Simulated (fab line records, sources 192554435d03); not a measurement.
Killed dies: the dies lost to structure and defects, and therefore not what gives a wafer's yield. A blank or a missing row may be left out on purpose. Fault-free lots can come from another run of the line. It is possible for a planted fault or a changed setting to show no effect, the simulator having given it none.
Split-lot study | flow n5-finfet | 39 wafers read from 7 lots, route of 1938 steps

== ABOUT THE SPLIT ==
At N5_BEOL_M9_ILD_DEP_00 (deposits SiCOH lowk from DEMS/porogen, target thk 308.51 nm, time 58 s), the setting time-s was moved away from the recipe's 58 s on 9 of the 39 wafers read, by -56.7% to -42.2%. This setting was run at the recipe's value on the other wafers.

== SPLIT TO READING: what lies between them in the file, 1 step ==
- N5_BEOL_M9_CURE_71: cures SiCOH lowk, time 240 s

== THE READING ==
M9_ILD_THK in nanometres, read at N5_BEOL_M9_THK_MEAS_01. On this fab line, fault-free wafers typically give 269 nm with a standard deviation of 4.2 nm.

wafer  | tool, chamber at the split | time-s as run, s | against the recipe | M9_ILD_THK, nm | against lot-mates on the recipe
L075.1 | pecvd-04, 0                | 58               | recipe             | 263            | -
L075.2 | pecvd-04, 1                | 58               | recipe             | 265            | -
L075.3 | pecvd-04, 2                | 58               | recipe             | 266            | -
L075.4 | pecvd-04, 0                | 58               | recipe             | 271            | -
L075.5 | pecvd-04, 1                | 58               | recipe             | 272            | -
L075.6 | pecvd-04, 2                | 58               | recipe             | 273            | -
L078.1 | pecvd-02, 1                | 58               | recipe             | 262            | -
L078.2 | pecvd-02, 0                | 58               | recipe             | 265            | -
L078.4 | pecvd-02, 0                | 58               | recipe             | 269            | -
L080.1 | pecvd-04, 2                | 25.09            | -56.7%             | 114            | -152
L080.2 | pecvd-04, 1                | 25.09            | -56.7%             | 115            | -151
L080.3 | pecvd-04, 0                | 58               | recipe             | 265            | -
L080.4 | pecvd-04, 0                | 58               | recipe             | 264            | -
L080.5 | pecvd-04, 2                | 25.09            | -56.7%             | 114            | -152
L080.6 | pecvd-04, 1                | 58               | recipe             | 268            | -
L081.1 | pecvd-04, 1                | 58               | recipe             | 270            | -
L081.2 | pecvd-04, 2                | 58               | recipe             | 262            | -
L081.3 | pecvd-04, 0                | 58               | recipe             | 262            | -
L081.4 | pecvd-04, 0                | 58               | recipe             | 264            | -
L081.5 | pecvd-04, 1,2              | 58               | recipe             | 269            | -
L081.6 | pecvd-04, 1,2              | 58               | recipe             | 269            | -
L082.1 | pecvd-04, 2                | 32.48            | -44.0%             | 150            | -117
L082.2 | pecvd-04, 1                | 32.48            | -44.0%             | 148            | -119
L082.3 | pecvd-04, 0                | 32.48            | -44.0%             | 148            | -119
L082.4 | pecvd-04, 2                | 58               | recipe             | 267            | -
L082.5 | pecvd-04, 1                | 58               | recipe             | 269            | -
L082.6 | pecvd-04, 0                | 58               | recipe             | 265            | -
L087.1 | pecvd-01, 1,0              | 58               | recipe             | 266            | -
L087.2 | pecvd-01, 1,0              | 58               | recipe             | 266            | -
L087.3 | pecvd-01, 2                | 58               | recipe             | 268            | -
L087.4 | pecvd-01, 1                | 58               | recipe             | 272            | -
L087.5 | pecvd-01, 2                | 58               | recipe             | 272            | -
L087.6 | pecvd-01, 0                | 58               | recipe             | 269            | -
L091.1 | pecvd-02, 2                | 58               | recipe             | 273            | -
L091.2 | pecvd-02, 1                | 58               | recipe             | 267            | -
L091.3 | pecvd-02, 0                | 33.51            | -42.2%             | 160            | -112
L091.4 | pecvd-02, 0                | 58               | recipe             | 277            | -
L091.5 | pecvd-02, 2                | 33.51            | -42.2%             | 163            | -109
L091.6 | pecvd-02, 1                | 33.51            | -42.2%             | 157            | -115
When a row names more than one chamber, that row covers several wafers, and the file does not tell which wafer ran in which chamber.

FIT RESULTS
A straight line over all 39 wafers: M9_ILD_THK changes by +2.67 nm for each +1% of time-s; r = +1.00; the points scatter about the line by 3.8 nm.
The same after taking each lot's own level away (the mean of its wafers on the recipe; 39 wafers): +2.67 nm for each +1%; r = +1.00; scatter 2.9 nm.
On that fit, the largest move of time-s shifts the reading by 1.5e+02 nm.
The lots' own levels span 265.3 to 272.3 nm, that is 1.7 times the standard deviation above.
The two slopes agree, so the slope changes little with the lot-to-lot level.
Check: with one of the wafers moved furthest among these (-56.7%) left out of the fit, the line predicts -152 nm for it against its lot-mates. It came out at -152 nm against them.

== ADDITIONAL SPLITS CARRIED BY THESE WAFERS ==
Other splits were also applied to these wafers ahead of the reading. Each is held against what the fit with the lots' levels taken away leaves over:
other split on the same wafers   | wafers away from the commonest value | r with M9_ILD_THK (lot level and that fit taken away)
N5_BEOL_M8_TRENCH_ETCH_37 time-s | 15                                   | -0.06

== THE WHOLE CHAIN: every reading that the file lists as answering this split, in the file's order ==
step                   | what it does                                                           | reading                                                                                  | change (the file's fit)              | r (the file's)
N5_BEOL_M9_ILD_DEP_00  | deposits SiCOH lowk from DEMS/porogen, target thk 308.51 nm, time 58 s | SiCOH_lowk_of_BEOL_M9_ILD_DEP_00.thk-nm (the simulator's own value, which no gauge read) | +3.05 nm for each +1% of the setting | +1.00
N5_BEOL_M9_CURE_71     | cures SiCOH lowk, time 240 s                                           | SiCOH_lowk_of_BEOL_M9_ILD_DEP_00.thk-nm (the simulator's own value, which no gauge read) | +2.67 nm for each +1% of the setting | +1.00
N5_BEOL_M9_THK_MEAS_01 |                                                                        | M9_ILD_THK                                                                               | +2.67 for each +1% of the setting    | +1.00

== THE FILE'S OWN FIT ==
M9_ILD_THK changes by +2.67 nm for each +1% of time-s, r = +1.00.
